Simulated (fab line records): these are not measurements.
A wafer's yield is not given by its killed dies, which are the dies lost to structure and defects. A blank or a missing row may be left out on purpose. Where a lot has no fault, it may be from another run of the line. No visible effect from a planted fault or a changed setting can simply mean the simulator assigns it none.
Which tool did it? | flow nandHarc | 11 lots with 33 wafers sampled at 4 steps, on a route of 1159 steps

WHAT THE GAUGES SHOWED, per wafer
NHARC_A_M0_CD_MEAS_09 targets a cd of 80 nm.
lot  | measured     | on       | cdNm (nm)
L520 | day 17 23:00 | cdSem-03 | 81.5 81.5 81.2
L521 | day 17 23:38 | cdSem-03 | 80.6 79.3 80.5
L523 | day 18 08:57 | cdSem-03 | 79.5 80.1 79.5
L524 | day 18 14:54 | cdSem-03 | 79.5 79.7 79.5
L527 | day 19 09:55 | cdSem-01 | 80.3 80.3 79.4
L528 | day 19 17:25 | cdSem-02 | 80.8 80.2 80.6
L529 | day 19 17:51 | cdSem-01 | 80.3 80.0 79.3
L530 | day 20 01:31 | cdSem-03 | 79.7 80.0 80.4
L536 | day 21 14:35 | cdSem-03 | 75.7 76.1 75.5
L537 | day 21 18:54 | cdSem-01 | 76.4 76.6 76.6
L542 | day 22 18:10 | cdSem-02 | 79.7 80.5 79.9

WHICH TOOL RAN EACH LOT (tool, then ch and the chambers of the sampled wafers, then the start)
lot  | NHARC_A_BLC_CVD_24                      | NHARC_A_BLC_CMP_25            | NHARC_A_M0_EXPOSE_06
L520 | cvdW-01 ch 0,1, day 17 21:41 or earlier | cmp-02 ch 0,2,3, day 17 21:41 | arfiScanner-01 ch 0, day 17 22:52
L521 | cvdW-02 ch 0,1, day 17 22:18 or earlier | cmp-04 ch 1,2,3, day 17 22:18 | arfiScanner-02 ch 0, day 17 23:30
L523 | cvdW-01 ch 0,1, day 18 07:46 or earlier | cmp-04 ch 1,2, day 18 07:46   | arfiScanner-02 ch 0, day 18 08:49
L524 | cvdW-02 ch 0,1, day 18 13:45 or earlier | cmp-04 ch 0,1,3, day 18 13:45 | arfiScanner-01 ch 0, day 18 14:46
L527 | cvdW-02 ch 1, day 19 08:40 or earlier   | cmp-01 ch 0,1,2, day 19 08:40 | arfiScanner-02 ch 0, day 19 09:47
L528 | cvdW-02 ch 0,1, day 19 16:08 or earlier | cmp-02 ch 0,1,3, day 19 16:08 | arfiScanner-03 ch 0, day 19 17:17
L529 | cvdW-02 ch 0, day 19 16:32 or earlier   | cmp-01 ch 1,3, day 19 16:32   | arfiScanner-02 ch 0, day 19 17:43
L530 | cvdW-02 ch 0,1, day 20 00:15 or earlier | cmp-01 ch 0,2,3, day 20 00:15 | arfiScanner-03 ch 0, day 20 01:22
L536 | cvdW-02 ch 0, day 21 13:19 or earlier   | cmp-01 ch 2,3, day 21 13:19   | arfiScanner-02 ch 0, day 21 14:27
L537 | cvdW-01 ch 0,1, day 21 17:45 or earlier | cmp-02 ch 0,1,3, day 21 17:45 | arfiScanner-02 ch 0, day 21 18:46
L542 | cvdW-02 ch 1, day 22 16:59 or earlier   | cmp-04 ch 0,2,3, day 22 16:59 | arfiScanner-03 ch 0, day 22 18:02
- NHARC_A_BLC_CVD_24: deposits W, target thk 150 nm, time 434 s.
- NHARC_A_BLC_CMP_25: polishes, t overpolish 30 s, target thk 150 nm.
- NHARC_A_M0_EXPOSE_06: exposes mask A M0, target cd 80 nm.

WHAT THE TOOLS THEMSELVES READ (means of the sampled wafers that have a number; where no wafer has one, the mark that the record gives instead)
NHARC_A_BLC_CVD_24.
lot  | tool    | heaterPowerW (W) | throttleValvePct (%)
L520 | cvdW-01 | 495              | 8.17
L521 | cvdW-02 | 488              | 7.61
L523 | cvdW-01 | 498              | 8.30
L524 | cvdW-02 | 484              | 7.82
L527 | cvdW-02 | 509              | 7.90
L528 | cvdW-02 | 491              | 7.77
L529 | cvdW-02 | 484              | 7.77
L530 | cvdW-02 | 487              | 7.87
L536 | cvdW-02 | 471              | 7.82
L537 | cvdW-01 | 497              | 8.02
L542 | cvdW-02 | 505              | 7.79

NHARC_A_BLC_CMP_25.
lot  | tool   | motorCurrentA (A) | overpolishRunS (s) | timeToEndpointS (s)
L520 | cmp-02 | 11.9              | 29.990             | 32.0
L521 | cmp-04 | 13.0              | 30.001             | 31.3
L523 | cmp-04 | 13.5              | 29.996             | 32.9
L524 | cmp-04 | 11.6              | 30.001             | 29.6
L527 | cmp-01 | 11.5              | 29.994             | 30.2
L528 | cmp-02 | 11.3              | 30.010             | 30.9
L529 | cmp-01 | 12.5              | 29.996             | 30.6
L530 | cmp-01 | 12.1              | 29.993             | 29.5
L536 | cmp-01 | 12.0              | 29.992             | 27.9
L537 | cmp-02 | 11.1              | 29.997             | 31.8
L542 | cmp-04 | 12.2              | 30.001             | 26.5

NHARC_A_M0_EXPOSE_06.
lot  | tool           | exposureDoseMJCm2 | reticleTempC (C) | stageVelMmS (mm/s)
L520 | arfiScanner-01 | 83.26             | 23.03            | 499.85
L521 | arfiScanner-02 | 83.24             | 23.08            | 500.04
L523 | arfiScanner-02 | 83.31             | 23.11            | 499.88
L524 | arfiScanner-01 | 83.29             | 23.13            | 500.09
L527 | arfiScanner-02 | 83.31             | 22.96            | 499.80
L528 | arfiScanner-03 | 83.21             | 22.93            | 499.75
L529 | arfiScanner-02 | 83.23             | 22.79            | 500.22
L530 | arfiScanner-03 | 83.24             | 23.12            | 500.27
L536 | arfiScanner-02 | 77.68             | 22.92            | 499.92
L537 | arfiScanner-02 | 78.77             | 22.99            | 499.85
L542 | arfiScanner-03 | 83.12             | 23.09            | 499.68

THE ANSWER, worked out from the rows above alone
Rule: the usual values come from the lots themselves. The widest of any qualifying gaps counts: lots, ordered by their means at a reading, are off when they make up no more than a third of the lots, leave a main group of 4 or more, and stand apart from it by 3 or more times the standard deviation of that group's means. The tables above print the reading to a certain number of digits; a main group whose means all agree to those digits is not used. A lot without any number at a reading at which 4 lots or more have one is off too. Where the step has rows for the other lots, those lots are counted as sound. After the gauges, taken in route order, come the tools' own readings; for these a lot's mean is taken, as printed above. At the first step where some lot is off, the reading lying furthest off is the one used; lots without a number count as furthest.
Off: L536, L537 (NHARC_A_M0_CD_MEAS_09, cdNm). For the main group the mean is 80.1 nm and the standard deviation 0.51.
A tool fits if, at a process step before that reading, it ran every lot that is off, and no sound lot after the first of them. Not tried: the gauges at NHARC_A_M0_CD_MEAS_09; whatever is off there is also off at NHARC_A_M0_EXPOSE_06, on other tools, and gauge error can't account for it. With no start given for some of its lots, NHARC_A_BLC_CVD_24 uses the hours and lot order of NHARC_A_BLC_CMP_25. One fits: arfiScanner-02 at NHARC_A_M0_EXPOSE_06. Its last sound lot is L529 (day 19 17:43), its first lot that is off L536 (day 21 14:27): a fault that began between those two fits.
On the lots that are off, the tool's own readings at NHARC_A_M0_EXPOSE_06 differ by more than 5 times the standard deviation of the sound lots' means, which bears it out; exposureDoseMJCm2 reads 78.22 there versus 83.25 on the sound lots.

WHAT THE SIMULATOR HAD INSERTED
Drift in process parameters on arfiScanner-02 at NHARC_A_M0_EXPOSE_06, starting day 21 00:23. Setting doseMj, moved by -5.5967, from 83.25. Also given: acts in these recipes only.
Shown lots that were struck: L536, L537. The rule above found the same.
